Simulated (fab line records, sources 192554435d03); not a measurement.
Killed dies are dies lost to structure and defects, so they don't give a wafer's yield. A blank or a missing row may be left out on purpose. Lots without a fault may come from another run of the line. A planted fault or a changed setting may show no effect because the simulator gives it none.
fab line records | flow n5_finfet
record lots=6 wafers=18 last_day=18
route steps=1938 shown BEOL_M5@1152 PASSIVATION@1936
lots that met no fault: from a run of the same line without faults
start_h: hours from the record's first day to the start of the lot's first wafer shown | wait_h: hours since the lot's step before | " the same as in the row above | L1.1+2: a row that stands for several wafers | - no value, or no start given | * or withheld: withheld | < > ~ a bound
route shown NAME@n: a module of which the file shows steps, and the number in the route of the first | usual: mean/standard deviation of fault-free wafers | same: alike in all rows | chamber/n: place in a boat | sites: the reading at each site | _std_site: their standard deviation | _edge_site: outer sites' mean less inner sites' | radius_mm: how far each site lies from the wafer's centre | mask NAME#n: copy n | behind: the tool/chamber that last shaped the wafer | hold: why the lot was held/for how many hours/how that ended | device: the transistor (n, p or np) that didn't switch | end of line: the same wafers' tests at the end of the route | a step without rows: its recipe alone | killed: dies lost to structure and defects at the first sort, not the wafer's yield | map: a wafer's dies, x killed, . not, _ none there
set.NAME: the setting as run; set.NAME@STEP: as run at that earlier step | model.NAME: the simulator's own value behind a step, which no gauge read
lots at some steps of the route; a table a step, a row a wafer
services: from which hour (start_h, from the record's first day; less than 0 if before it) a tool's chamber was out of use, for how many hours, and why
## steps
# step N5_BEOL_M5_ETCH_75
# recipe chemistry=N2/H2 target=underlayer target_depth_a=65 mask_material=CAR-EUV time_s=5.2 ion_energy_ev=200 pressure_mtorr=30 source_w=840 bias_w=150 n2_flow_sccm=200 h2_flow_sccm=200 ends=cleared
# step N5_BEOL_M5_ETCH_67
# recipe chemistry=CF4 target=SiARC target_depth_a=156 mask_material=CAR-EUV time_s=26 ion_energy_ev=80 pressure_mtorr=40 source_w=545 bias_w=36 Ar_flow_sccm=100 cf4_flow_sccm=100 ends=cleared
# step N5_BEOL_M5_ETCH_68
# recipe chemistry=N2/H2 target=SOC target_depth_a=800 overetch_a=160 mask_material=SiARC temp_c=40 time_s=120 ion_energy_ev=200 pressure_mtorr=30 source_w=840 bias_w=150 n2_flow_sccm=200 h2_flow_sccm=200
# usual drypump_motor_current_A=5.8/0.5 oes_product_au=0.60/0.053 rf_fwd_power_W=835.3/2.9 rf_vpp_V=523.9/2.3 showerhead_plenum_p_Torr=2.55/0.077 throttle_valve_pct=17.79/0.25
# columns lot.wafer tool chamber start_h wait_h drypump_motor_current_A oes_product_au rf_fwd_power_W rf_hours_counter_h rf_vpp_V showerhead_plenum_p_Torr throttle_valve_pct
L409.2 rie_diel-06 1 228.17 0.0 5.2 0.69 840.4 25 525.6 2.60 17.96
L409.3 " 3 " " 6.0 0.58 838.2 162 522.8 2.53 17.69
L409.6 " 3 " " 6.0 0.57 838.2 - 523.8 2.53 17.67
L415.1 rie_diel-01 0 259.78 0.0 6.1 0.54 832.0 196 523.4 2.53 18.04
L415.2 " 2 " " 5.9 0.59 830.7 123 526.1 2.65 17.78
L415.3 " 3 " " 6.2 0.66 836.3 63 522.8 2.46 17.38
L416.1 rie_diel-03 0 263.21 0.0 5.5 0.68 837.1 39 523.6 2.60 17.72
L416.3 " 1 " " 5.0 0.60 836.4 121 521.0 2.45 18.10
L416.4 " 3 " " 4.7 0.58 839.4 155 521.1 2.44 18.02
L419.2 rie_diel-01 3 292.05 0.0 6.2 0.64 834.5 75 521.6 2.45 17.39
L419.3 " 0 " " 6.0 0.53 834.5 208 523.0 2.52 18.05
L419.4 " 1 " " 5.8 0.53 833.7 226 519.9 2.42 18.07
L421.3 rie_diel-01 3 298.97 0.0 6.2 0.64 832.9 78 521.6 2.45 17.40
L421.5 " 1 " " 5.8 0.53 838.6 - 519.7 2.42 18.06
L421.6 " 2 " " 5.9 0.58 833.9 - 526.5 2.65 17.82
L422.2 rie_diel-01 1 305.96 0.0 5.8 0.53 836.3 230 518.2 2.42 18.09
L422.4 " 3 " " 6.3 0.63 834.6 81 522.1 2.45 17.41
L422.6 " 3 " " 6.3 0.63 836.8 - 521.9 2.45 17.40
# step N5_BEOL_M5_STRIP_69
# recipe chemistry=N2/H2 temp_c=40 n2_flow_sccm=200 h2_flow_sccm=200 rf_frequency_hz=6e+07
# step N5_BEOL_M5_STRIP_76
# recipe chemistry=N2/H2 temp_c=40 n2_flow_sccm=200 h2_flow_sccm=200 rf_frequency_hz=6e+07
# step N5_BEOL_M5_VIA_ETCH_34
# recipe chemistry=C4F6/O2 target=SiCOH_lowk target_depth_a=883 mask_material=SOC taper_deg=4 time_s=39.2 ion_energy_ev=250 pressure_mtorr=30 source_w=345 bias_w=185 Ar_flow_sccm=300 C4F6_flow_sccm=10 O2_flow_sccm=10
# usual drypump_motor_current_A=5.8/0.5 oes_product_au=0.78/0.074 rf_fwd_power_W=340.5/1.7 rf_vpp_V=669/8.7 showerhead_plenum_p_Torr=2.85/0.088 throttle_valve_pct=20.86/0.28
# columns lot.wafer tool chamber start_h wait_h drypump_motor_current_A oes_product_au rf_fwd_power_W rf_hours_counter_h rf_vpp_V showerhead_plenum_p_Torr throttle_valve_pct
L409.2 rie_diel-06 1 228.27 0.0 5.2 0.91 339.3 25 653 2.93 21.11
L409.3 " 3 " " 5.9 0.74 342.2 162 674 2.83 20.74
L409.6 " 3 " " 6.0 0.74 342.3 - 675 2.83 20.74
L415.1 rie_diel-01 0 259.88 0.0 6.0 0.68 339.1 196 680 2.82 21.04
L415.2 " 2 " " 5.9 0.76 338.3 124 675 2.97 20.95
L415.3 " 3 " " 6.3 0.84 343.2 63 671 2.76 20.50
L416.1 rie_diel-03 0 263.31 0.0 5.5 0.87 341.1 39 682 2.89 20.75
L416.3 " 1 " " 5.0 0.80 343.6 121 673 2.74 21.11
L416.4 " 3 " " 4.7 0.74 341.4 155 660 2.74 20.94
L419.2 rie_diel-01 3 292.15 0.0 6.3 0.83 341.3 75 670 2.76 20.52
L419.3 " 0 " " 6.0 0.69 342.9 208 680 2.81 21.04
L419.4 " 1 " " 5.8 0.69 340.2 226 665 2.72 21.14
L421.3 rie_diel-01 3 299.07 0.0 6.3 0.83 343.2 78 671 2.75 20.50
L421.5 " 1 " " 5.8 0.70 342.1 - 667 2.72 21.16
L421.6 " 2 " " 5.9 0.75 337.2 - 676 2.96 20.98
L422.2 rie_diel-01 1 306.06 0.0 5.8 0.69 339.1 230 664 2.72 21.14
L422.4 " 3 " " 6.2 0.82 342.9 81 671 2.75 20.52
L422.6 " 3 " " 6.2 0.82 342.5 - 671 2.75 20.54
# step N5_BEOL_M5_STRIP_85
# recipe chemistry=C4F6/O2 resist=SiARC rf_frequency_hz=6e+07
# step N5_BEOL_M5_STRIP_36
# recipe chemistry=N2/H2 power_w=450 temp_c=40 pressure_mtorr=20 rf_frequency_hz=6e+07 overash_fraction=0.3 bias_power_w=7 h2_frac=0.5 n2_flow_sccm=200 h2_flow_sccm=200
# step N5_BEOL_M5_TRENCH_ETCH_37
# recipe chemistry=C4F6/O2 target_depth_a=716.52 target=SiCOH_lowk time_s=24.7 ion_energy_ev=250 pressure_mtorr=30 source_w=345 bias_w=185 Ar_flow_sccm=300 C4F6_flow_sccm=10 O2_flow_sccm=10
# step N5_BEOL_M5_ETCH_41
# recipe chemistry=CH3F/O2 target=SiCN target_depth_a=315 taper_deg=2 time_s=56.7 ion_energy_ev=120 mask_material=TiN pressure_mtorr=30 source_w=395 bias_w=75 Ar_flow_sccm=150 CH3F_flow_sccm=30 O2_flow_sccm=20
# usual CH3F_flow_sccm=30.02/0.095 drypump_motor_current_A=5.8/0.5 oes_product_au=0.78/0.074 rf_fwd_power_W=391.0/1.9 rf_vpp_V=297.4/1.4 showerhead_plenum_p_Torr=2.00/0.063 throttle_valve_pct=16.31/0.26
# columns lot.wafer tool chamber start_h wait_h CH3F_flow_sccm drypump_motor_current_A oes_product_au rf_fwd_power_W rf_hours_counter_h rf_vpp_V showerhead_plenum_p_Torr throttle_valve_pct
L409.2 rie_diel-06 1 - - 29.99 5.2 0.91 391.2 25 297.9 2.06 16.46
L409.3 " 3 " " 30.09 5.9 0.75 393.0 162 299.7 1.99 16.24
L409.6 " 3 " " 30.09 5.9 0.74 391.2 - 298.2 1.99 16.24
L415.1 rie_diel-01 0 - - 30.03 6.1 0.69 388.1 196 297.3 1.98 16.53
L415.2 " 2 " " 29.99 5.8 0.75 388.5 124 298.7 2.09 16.39
L415.3 " 3 " " 30.02 6.3 0.84 393.6 63 296.7 1.94 15.96
L416.1 rie_diel-03 0 - - 29.94 5.5 0.89 392.5 39 297.5 2.03 16.17
L416.3 " 1 " " 29.91 5.0 0.80 391.2 121 295.7 1.92 16.54
L416.4 " 3 " " 29.94 4.7 0.76 394.8 156 295.4 1.92 16.40
L419.2 rie_diel-01 3 - - 30.11 6.2 0.83 392.0 75 296.3 1.94 15.99
L419.3 " 0 " " 30.05 6.0 0.69 390.8 208 297.1 1.98 16.57
L419.4 " 1 " " 30.10 5.8 0.69 393.5 226 295.7 1.90 16.57
L421.3 rie_diel-01 3 - - 29.97 6.2 0.83 390.4 78 296.0 1.93 16.01
L421.5 " 1 " " 29.92 5.8 0.69 391.0 - 296.1 1.90 16.57
L421.6 " 2 " " 29.93 5.9 0.75 390.9 - 299.8 2.09 16.42
L422.2 rie_diel-01 1 - - 30.17 5.8 0.68 393.1 230 295.7 1.90 16.59
L422.4 " 3 " " 29.96 6.2 0.83 390.7 81 295.6 1.93 16.00
L422.6 " 3 " " 29.93 6.2 0.83 390.6 - 295.4 1.93 16.00
# step N5_BEOL_M5_STRIP_91
# recipe chemistry=N2/H2 time_s=10 power_w=450 temp_c=40 pressure_mtorr=20 rf_frequency_hz=6e+07 bias_power_w=7 n2_flow_sccm=200 h2_flow_sccm=200
# step N5_BEOL_M5_OCD_MEAS_38
# usual trench_depth_nm=71.2/1.4
# columns lot.wafer tool chamber start_h wait_h trench_depth_nm
L409.2 ocd-01 - 228.51 - 73.2
L409.3 " - " " 67.7
L409.6 " - " " 68.8
L415.1 ocd-01 - 260.12 - 70.3
L415.2 " - " " 69.4
L415.3 " - " " 71.2
L416.1 ocd-01 - 263.55 - 70.9
L416.3 " - " " 73.0
L416.4 " - " " 71.9
L419.2 ocd-02 - 292.39 - 70.9
L419.3 " - " " 69.9
L419.4 " - " " 71.2
L421.3 ocd-01 - 299.31 - 71.0
L421.5 " - " " 71.3
L421.6 " - " " 69.4
L422.2 ocd-01 - 306.30 - 71.1
L422.4 " - " " 70.8
L422.6 " - " " 71.5
# step N5_BEOL_M5_HM_STRIP_39
# recipe chemistry=peroxide_tin_strip material=TiN target_depth_a=250 temp_c=50 time_s=158
# usual bath_guard_temp_C=49.9/0.61 bath_heat_duty_pct=7.3/0.88
# columns lot.wafer tool chamber start_h wait_h bath_guard_temp_C bath_heat_duty_pct model.TiN_of_BEOL_M5_HM_DEP_02.thk_nm
L409.2 wet_bench-03 5 228.54 0.0 48.8 8.3 0
L409.3 " 3 " " 49.8 5.9 0
L409.6 " 2 " " 49.6 6.2 0
L415.1 wet_bench-01 3 260.15 0.0 - - 18
L415.2 " 4 " " - - 17.8
L415.3 " 0 " " - - 17.8
L416.1 wet_bench-03 1 263.58 0.0 - - 17.8
L416.3 " 5 " " - - 18
L416.4 " 0 " " - - 18
L419.2 wet_bench-01 0 292.42 0.0 51.4 6.4 0
L419.3 " 4 " " 51.0 8.5 0
L419.4 " 3 " " 48.7 6.7 0
L421.3 wet_bench-01 7 299.34 0.0 49.3 8.2 0
L421.5 " 1 " " 50.1 5.7 0
L421.6 " 0 " " 51.1 7.4 0
L422.2 wet_bench-04 7 306.33 0.0 49.4 7.9 0
L422.4 " 1 " " 50.8 7.5 0
L422.6 " 0 " " 50.9 7.4 0
# step N5_BEOL_M5_SRD_40
# recipe time_s=30 temp_c=23 rinse_liquid=diw dry=ipa_marangoni
# step N5_BEOL_M5_PRECLEAN_42
# recipe chemistry=residue_remover time_s=60 temp_c=40
# usual bath_heat_duty_pct=4.6/0.63
# columns lot.wafer tool chamber start_h wait_h bath_heat_duty_pct model.TiN_of_BEOL_M5_HM_DEP_02.thk_nm
L409.2 wet_bench-03 5 228.60 0.0 5.3 0
L409.3 " 3 " " 3.9 0
L409.6 " 2 " " 3.6 0
L415.1 wet_bench-01 3 260.21 0.0 4.9 7
L415.2 " 4 " " 6.2 6.8
L415.3 " 0 " " 4.8 6.8
L416.1 wet_bench-03 1 263.65 0.0 4.9 6.8
L416.3 " 5 " " 5.5 7
L416.4 " 0 " " 4.6 7
L419.2 wet_bench-01 0 292.48 0.0 5.0 0
L419.3 " 4 " " 5.6 0
L419.4 " 3 " " 5.0 0
L421.3 wet_bench-01 7 299.41 0.0 5.2 0
L421.5 " 1 " " 4.0 0
L421.6 " 0 " " 4.2 0
L422.2 wet_bench-04 7 306.40 0.0 4.7 0
L422.4 " 1 " " 4.5 0
L422.6 " 0 " " 5.6 0
# step N5_BEOL_M5_SRD_43
# recipe time_s=30 temp_c=23 rinse_liquid=diw dry=ipa_marangoni
# step N5_BEOL_M5_CD_MEAS_35
# recipe target_cd_nm=28 target_cd_y_nm=24 polarity=opening
# usual cd_nm=28.13/0.29
# columns lot.wafer tool chamber start_h wait_h cd_nm
L409.2 cd_sem-03 - 228.66 0.0 28.43
L409.3 " - " " 27.87
L409.6 " - " " 27.99
L415.1 cd_sem-02 - 260.27 0.0 27.74
L415.2 " - " " 28.76
L415.3 " - " " 28.11
L416.1 cd_sem-03 - 263.70 0.0 28.10
L416.3 " - " " 28.42
L416.4 " - " " 28.13
L419.2 cd_sem-01 - 292.54 0.0 27.77
L419.3 " - " " 27.98
L419.4 " - " " 27.85
L421.3 cd_sem-01 - 299.47 0.0 28.51
L421.5 " - " " 28.32
L421.6 " - " " 28.27
L422.2 cd_sem-01 - 306.46 0.0 27.64
L422.4 " - " " 28.15
L422.6 " - " " 28.31
# step N5_BEOL_M5_CURE_80
# recipe temp_c=370 time_s=120 ambient=DMADMS/He material=SiCOH_lowk
# step N5_BEOL_M5_DEGAS_44
# recipe ambient=vacuum temp_c=250 time_s=60
# step N5_BEOL_M5_PRE_CLEAN_45
# recipe gas=H2/He time_s=30 temp_c=250
# step N5_BEOL_M5_ALD_86
# recipe material=TaN target_thk_a=* temp_c=275 ald_precursor_family=PDMAT ald_co_reactant=NH3 pressure_torr=3 carrier_flow_sccm=1500 pulse_time_s=2 purge_time_s=3 co_reactant_purge_time_s=2 co_reactant_pulse_time_s=3 ald_cycles=30 precursor_vessel_temp_c=75 precursor_vessel_pressure_torr=26.25 precursor_vessel_carrier_sccm=1000
# step N5_BEOL_M5_SURFACE_TREAT_87
# recipe gas=Ar time_s=* ion_energy_ev=* ion_current_ma_cm2=0.5 pressure_mtorr=* ar_flow_sccm=30
# step N5_BEOL_M5_CVD_47
# recipe material=Co target_thk_a=30 temp_c=withheld precursor=CCTBA/H2 pressure_torr=30 time_s=216
# step N5_BEOL_M5_SPUTTER_48
# recipe material=Cu target_thk_a=150 temp_c=-20 chamber_pressure_pa=0.07 power_w=withheld time_s=27.62
# step N5_BEOL_M5_ANNEAL_49
# recipe temp_c=400 time_s=1800 ambient=vacuum
# step N5_BEOL_M5_SPUTTER_81
# recipe material=Cu target_thk_a=150 temp_c=-20 chamber_pressure_pa=0.07 power_w=withheld time_s=27.62
# step N5_BEOL_M5_ANNEAL_82
# recipe temp_c=400 time_s=1800 ambient=vacuum
# usual heater_power_w=850/87 susceptor_temp_C=399.97/0.19
# columns lot.wafer tool chamber start_h wait_h heater_power_w susceptor_temp_C
L409.2 pvd_sputter-01 - 232.34 0.0 837 400.08
L409.3 " - " " 896 399.82
L409.6 " - " " 887 399.77
L415.1 pvd_sputter-02 - 262.81 0.0 758 399.66
L415.2 " - " " 1012 400.36
L415.3 " - " " 883 399.90
L416.1 pvd_sputter-01 - 266.58 0.0 718 400.30
L416.3 " - " " 841 400.37
L416.4 " - " " 887 399.82
L419.2 pvd_sputter-02 - 296.29 0.0 1014 400.37
L419.3 " - " " 767 400.25
L419.4 " - " " 885 399.97
L421.3 pvd_sputter-03 - 302.30 0.0 947 399.91
L421.5 " - " " 924 399.71
L421.6 " - " " 950 399.59
L422.2 pvd_sputter-01 - 310.74 0.0 862 399.70
L422.4 " - " " 706 400.02
L422.6 " - " " 708 400.17
# step N5_BEOL_M5_SPUTTER_83
# recipe material=Cu target_thk_a=150 temp_c=-20 chamber_pressure_pa=0.07 power_w=withheld time_s=27.62
# step N5_BEOL_M5_ANNEAL_84
# recipe temp_c=400 time_s=1800 ambient=vacuum
# step N5_BEOL_M5_SPUTTER_88
# recipe material=Cu target_thk_a=150 temp_c=-20 chamber_pressure_pa=0.07 power_w=withheld time_s=27.62
# usual susceptor_temp_C=-20.00/0.11 throttle_valve_pct=30.3/0.98
# columns lot.wafer tool chamber start_h wait_h susceptor_temp_C throttle_valve_pct
L409.2 pvd_sputter-01 - 234.43 0.5 -20.12 29.9
L409.3 " - " " -19.95 30.7
L409.6 " - " " -20.01 30.7
L415.1 pvd_sputter-02 - 264.91 0.5 -20.06 29.5
L415.2 " - " " -20.07 30.3
L415.3 " - " " -19.82 29.8
L416.1 pvd_sputter-01 - 268.67 0.5 -19.78 30.3
L416.3 " - " " -20.10 27.8
L416.4 " - " " -20.04 30.8
L419.2 pvd_sputter-02 - 298.38 0.5 -20.01 30.4
L419.3 " - " " -19.74 29.4
L419.4 " - " " -19.90 29.7
L421.3 pvd_sputter-03 - 304.39 0.5 -20.03 30.0
L421.5 " - " " -20.07 30.1
L421.6 " - " " -19.95 30.0
L422.2 pvd_sputter-01 - 312.84 0.5 -20.03 30.7
L422.4 " - " " -20.02 30.4
L422.6 " - " " -20.16 30.2
# step N5_BEOL_M5_ANNEAL_89
# recipe temp_c=400 time_s=1800 ambient=vacuum
# step N5_BEOL_M5_SPUTTER_90
# recipe material=Cu target_thk_a=45 temp_c=-20 chamber_pressure_pa=0.07 power_w=withheld time_s=8.29
# step N5_BEOL_M5_ECD_50
# recipe material=Cu target_thk_a=3000
# step N5_BEOL_M5_ANNEAL_51
# recipe temp_c=225 time_s=90 ambient=N2
# step N5_BEOL_M5_CMP_52
# recipe stop_on=SiCOH_lowk t_overpolish_s=6.9 down_force_psi=1 platen_rpm=50 clearing_platen_down_force_psi=1.5 clearing_platen_rpm=50 post_cmp_clean=cu_alkaline target_thk_nm=62 clearing_platen_pad_velocity_m_s=0.99484 pad_velocity_m_s=0.99484
# usual barrier_field_endpoint_s=24.9/0.61 clearing_platen_down_force_psi=1.500/0.003 motor_current_A=6.3/0.64
# columns lot.wafer tool chamber start_h wait_h barrier_field_endpoint_s clearing_platen_down_force_psi motor_current_A
L409.2 cmp-03 2 236.10 0.3 24.8 1.495 6.5
L409.3 " 3 " " 25.5 1.504 5.7
L409.6 " 1 " " 25.8 1.503 5.6
L415.3 cmp-02 3 266.97 0.2 32.0 1.506 7.1
L415.1 " 0 " " 31.6 1.505 6.4
L415.2 " 1 " " 33.2 1.497 6.1
L416.4 cmp-02 2 270.26 0.1 33.8 1.494 6.1
L416.3 " 3 " " 33.1 1.498 7.1
L416.1 " 0 " " 32.3 1.503 7.0
L419.4 cmp-01 2 302.72 0.1 25.5 1.506 5.1
L419.2 " 0 " " 25.6 1.498 7.0
L419.3 " 1 " " 24.9 1.503 5.0
L421.3 cmp-03 0 308.75 0.2 24.6 1.501 6.6
L421.5 " 3 " " 25.2 1.503 5.8
L421.6 " 0 " " 25.1 1.497 6.7
L422.2 cmp-03 3 317.51 0.2 25.9 1.498 5.9
L422.4 " 0 " " 25.9 1.499 6.5
L422.6 " 0 " " 25.7 1.499 6.4
# step N5_BEOL_M5_THK_MEAS_53
# recipe thk_meas_gauge=xrf reads=Cu_of_BEOL_M5_ECD_50
# usual M5_THK=61.7/1.7
# columns lot.wafer tool chamber start_h wait_h M5_THK[nm]
L409.2 film_metro-01 - 236.32 - 64.4
L409.3 " - " " 60.3
L409.6 " - " " 58.9
L415.1 film_metro-02 - 267.23 - 60.5
L415.2 " - " " 60.1
L415.3 " - " " 61.0
L416.1 film_metro-01 - 270.55 - 61.2
L416.3 " - " " 61.3
L416.4 " - " " 61.2
L419.2 film_metro-01 - 303.02 - 62.7
L419.3 " - " " 59.5
L419.4 " - " " 61.9
L421.3 film_metro-02 - 309.00 - 63.2
L421.5 " - " " 62.5
L421.6 " - " " 60.9
L422.2 film_metro-01 - 317.80 - 62.2
L422.4 " - " " 63.4
L422.6 " - " " 62.9
# step N5_PASSIVATION_PROBE_49
# usual defect_limited_yield=91.6/1.4 killed_at_M0_to_M3=35/10 killed_at_M4_up=13/4.8 killed_at_contacts=12/7.2 killed_at_front_end=36/12 killed_at_other=4/3.1 killed_dies=100/17 killed_open=66/13 killed_short=32/7.3 sort_bin_5_function=5.0/0.94 sort_bin_6_memory=3.1/0.67 sort_bin_8_speed=0.01/0.047 sort_n_pass=1080/17 sort_yield_pct=91.6/1.4
# same gross_dies=1180 killed_at_back_side=0 sort_bin_4_leakage[%]=0
# columns lot.wafer tool chamber start_h wait_h defect_limited_yield[%] killed_at_M0_to_M3 killed_at_M4_up killed_at_contacts killed_at_front_end killed_at_other killed_dies killed_open killed_short sort_bin_5_function[%] sort_bin_6_memory[%] sort_bin_8_speed[%] sort_n_pass sort_yield_pct[%]
L415.1 prober-02 - 376.75 0.0 90.8 40 22 12 29 5 108 63 33 5.8 3.3 0 1072 90.8
L415.2 prober-02 - 376.80 0.1 90.2 29 16 15 43 13 116 79 30 5.4 4.2 0 1064 90.2
L415.3 prober-02 - 376.85 0.1 90.8 26 23 5 44 10 108 54 47 5.4 3.1 0 1072 90.8
L416.1 prober-02 - 377.05 0.3 90.4 40 21 14 34 4 113 58 39 5.8 3.6 0 1067 90.4
L416.3 prober-02 - 377.15 0.4 90.3 35 27 5 39 9 115 65 41 5.4 4.0 0 1065 90.3
L416.4 prober-02 - 377.20 0.5 88.2 53 17 8 55 6 139 92 40 7.1 4.5 0 1041 88.2
L421.6 prober-01 - 409.39 0.3 92.3 27 12 13 38 1 91 63 28 4.2 3.0 0 1089 92.3
# killed by level:class
L415.1 BEOL_M5:interface_void_opened=12 MOL_CONTACT_COAG:geometric_particle:open=9 BEOL_M0_SAQP:geometric_particle:open=8 BEOL_M3:geometric_particle:open=8 BEOL_M0_SAQP:geometric_particle:short=8 BEOL_M0:geometric_particle:open=7 FIN_SAQP:geometric_particle:open=5 STARTING-WAFER:geometric_particle:short=5
L415.2 FIN_SAQP:geometric_particle:open=18 MOL_CONTACT_COAG:geometric_particle:open=14 BEOL_M5:interface_void_opened=7 STI_FIN_REVEAL:geometric_particle:open=6 BEOL_M0_SAQP:geometric_particle:open=6 MIM_TOP_ETCH:geometric_particle:open=6 BEOL_M1:geometric_particle:open=5 MIM_TOP_ETCH:geometric_particle:short=5
L415.3 BEOL_M0_SAQP:geometric_particle:short=13 STI_FIN_REVEAL:geometric_particle:open=10 BEOL_M0_SAQP:geometric_particle:open=6 BEOL_M4:geometric_particle:open=6 BEOL_M5:interface_void_opened=6 GATE_CUT:geometric_particle:short=5 ILD0:geometric_particle:short=4 BEOL_M4:geometric_particle:short=4
L416.1 BEOL_M5:interface_void_opened=16 MOL_CONTACT_COAG:geometric_particle:open=12 FIN_SAQP:geometric_particle:short=11 BEOL_M3:geometric_particle:open=9 BEOL_M0_SAQP:geometric_particle:open=8 BEOL_M0_SAQP:geometric_particle:short=7 FIN_SAQP:geometric_particle:open=6 BEOL_M3:geometric_particle:short=5
L416.3 FIN_SAQP:geometric_particle:open=13 BEOL_M4:geometric_particle:open=13 BEOL_M5:interface_void_opened=9 FIN_SAQP:geometric_particle:short=8 BEOL_M2:geometric_particle:open=7 BEOL_M0_SAQP:geometric_particle:short=7 BEOL_M1:geometric_particle:short=6 BEOL_M1:geometric_particle:open=6
L416.4 BEOL_M0_SAQP:geometric_particle:open=19 FIN_SAQP:geometric_particle:open=16 STI_FIN_REVEAL:geometric_particle:open=15 BEOL_M0_SAQP:geometric_particle:short=10 BEOL_M3:geometric_particle:open=9 FIN_SAQP:geometric_particle:short=7 MOL_CONTACT_COAG:geometric_particle:open=6 BEOL_M5:interface_void_opened=6
L421.6 STI_FIN_REVEAL:geometric_particle:open=15 MOL_CONTACT_COAG:geometric_particle:open=11 BEOL_M0_SAQP:geometric_particle:open=10 BEOL_M0_SAQP:geometric_particle:short=7 GATE_CUT:geometric_particle:open=3 GATE_CUT:geometric_particle:short=3 BEOL_M3:geometric_particle:open=3 BEOL_M3:geometric_particle:short=3
## services
# columns tool chamber start_h hours kind
rie_diel-06 2 224.10 3.8 repair
cmp-03 - 237.49 1.0 repair
cmp-01 - 239.06 4.0 pm
cmp-03 - 240.40 3.9 pm
cmp-01 - 243.06 - consumable_replace:conditioner
cmp-01 - 243.06 - consumable_replace:pad
cmp-01 - 248.53 5.0 repair
cmp-03 - 250.66 1.3 repair
rie_diel-03 2 257.70 2.6 repair
cmp-01 - 263.05 14.3 pm
pvd_sputter-01 - 272.01 0.5 repair
cmp-03 - 275.55 2.8 repair
rie_diel-03 - 281.46 14.6 pm
wet_bench-03 - 290.27 4.4 pm
cmp-01 - 300.84 1.5 repair
cmp-03 - 311.47 1.6 repair
## key
first_sign step=N5_BEOL_M5_HM_STRIP_39 reading=tool_record direction=missing
effect step=N5_BEOL_M5_CMP_52 reading=barrier_field_endpoint_s direction=up sigmas=13 usual=24.9 struck=32.7
effect step=N5_PASSIVATION_PROBE_49 reading=killed_at_M4_up direction=up sigmas=1.8 usual=13 struck=21 wafers_moved=3
model_effect step=N5_BEOL_M5_HM_STRIP_39 value=TiN_of_BEOL_M5_HM_DEP_02.thk_nm without=0 struck=17.9
model_effect step=N5_BEOL_M5_PRECLEAN_42 value=TiN_of_BEOL_M5_HM_DEP_02.thk_nm without=0 struck=6.9
met_at N5_BEOL_M5_HM_STRIP_39
struck_wafers L415.1,L415.2,L415.3,L416.1,L416.3,L416.4
onset_between 228.54 260.15
fault kind=skipped_step_whole tool=wet_bench-01,wet_bench-03 chamber=- onset_h=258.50 steps=N5_BEOL_M5_HM_STRIP_39 scope=struck_lots_only
